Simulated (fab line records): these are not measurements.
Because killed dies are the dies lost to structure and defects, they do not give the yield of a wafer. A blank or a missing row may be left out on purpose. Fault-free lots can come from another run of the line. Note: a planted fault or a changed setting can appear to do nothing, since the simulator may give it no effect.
Which tool was responsible?	flow n5_finfet	30 wafers from 10 lots sampled at 3 of the route's 1938 steps

== WHAT THE GAUGES SHOWED, per wafer ==
N5_FIN_CUT_INSPECT_17: inspects for defects (brightfield).
lot	measured	on	raw_defect_count
L283	day 2 16:41	defect_inspect-01	394 320 257
L284	day 2 23:54	defect_inspect-02	194 169 222
L287	day 3 15:46	defect_inspect-02	153 146 279
L289	day 4 06:41	defect_inspect-01	224 174 198
L290	day 4 10:56	defect_inspect-01	563 689 624
L291	day 4 17:20	defect_inspect-01	583 568 588
L300	day 6 22:47	defect_inspect-02	265 118 102
L301	day 7 05:44	defect_inspect-02	213 162 195
L302	day 7 11:44	defect_inspect-01	246 191 242
L304	day 7 21:02	defect_inspect-01	301 197 288

== WHICH TOOL RAN EACH LOT (tool, then ch and the chambers of the sampled wafers, then the start) ==
lot	N5_FIN_CUT_STRIP_24	N5_FIN_CUT_CUT_ETCH_26
L283	rie_diel-01 ch 2,3, day 2 15:58	rie_diel-01 ch 2,3, day 2 15:59
L284	rie_diel-01 ch 0,1,2, day 2 23:17	rie_diel-01 ch 0,1,2, day 2 23:19
L287	rie_diel-03 ch 0,1,2, day 3 15:16	rie_diel-03 ch 0,1,2, day 3 15:17
L289	rie_diel-01 ch 0,1,2, day 4 05:56	rie_diel-01 ch 0,1,2, day 4 05:57
L290	rie_diel-01 ch 0,2, day 4 10:21	rie_diel-01 ch 0,2, day 4 10:22
L291	rie_diel-01 ch 0,1,3, day 4 16:50	rie_diel-01 ch 0,1,3, day 4 16:51
L300	rie_diel-06 ch 2,3, day 6 22:14	rie_diel-06 ch 2,3, day 6 22:16
L301	rie_diel-06 ch 0,1,3, day 7 05:14	rie_diel-06 ch 0,1,3, day 7 05:16
L302	rie_diel-01 ch 1,2, day 7 11:04	rie_diel-01 ch 1,2, day 7 11:05
L304	rie_diel-01 ch 0,3, day 7 20:32	rie_diel-01 ch 0,3, day 7 20:34
- N5_FIN_CUT_STRIP_24: strips in CF4.
- N5_FIN_CUT_CUT_ETCH_26: etches SiNx in CH3F/O2, target depth 39 nm, time 55.7 s.

== THE ANSWER, worked out from the rows above alone ==
Rule: the lots themselves supply what counts as usual. The widest of any qualifying gaps counts: lots, ordered by their means at a reading, are off when they make up no more than a third of the lots, leave a main group of 4 or more, and stand apart from it by 3 or more times the standard deviation of that group's means. A main group is skipped when, at the precision printed for the reading in the tables above, its means are all equal. Also off: a lot with no number at a reading for which 4 or more lots have one. Any other lot the step has rows for is counted as sound.
Off: L290, L291, at N5_FIN_CUT_INSPECT_17 (raw_defect_count). Mean 219 and standard deviation 48 in the main group.
A tool fits if, at a process step before that reading, it ran every lot that is off, and no sound lot after the first of them. Gauges at N5_FIN_CUT_INSPECT_17: tried the same way as those tools. None of those tried fits.

== WHAT THE SIMULATOR HAD INSERTED ==
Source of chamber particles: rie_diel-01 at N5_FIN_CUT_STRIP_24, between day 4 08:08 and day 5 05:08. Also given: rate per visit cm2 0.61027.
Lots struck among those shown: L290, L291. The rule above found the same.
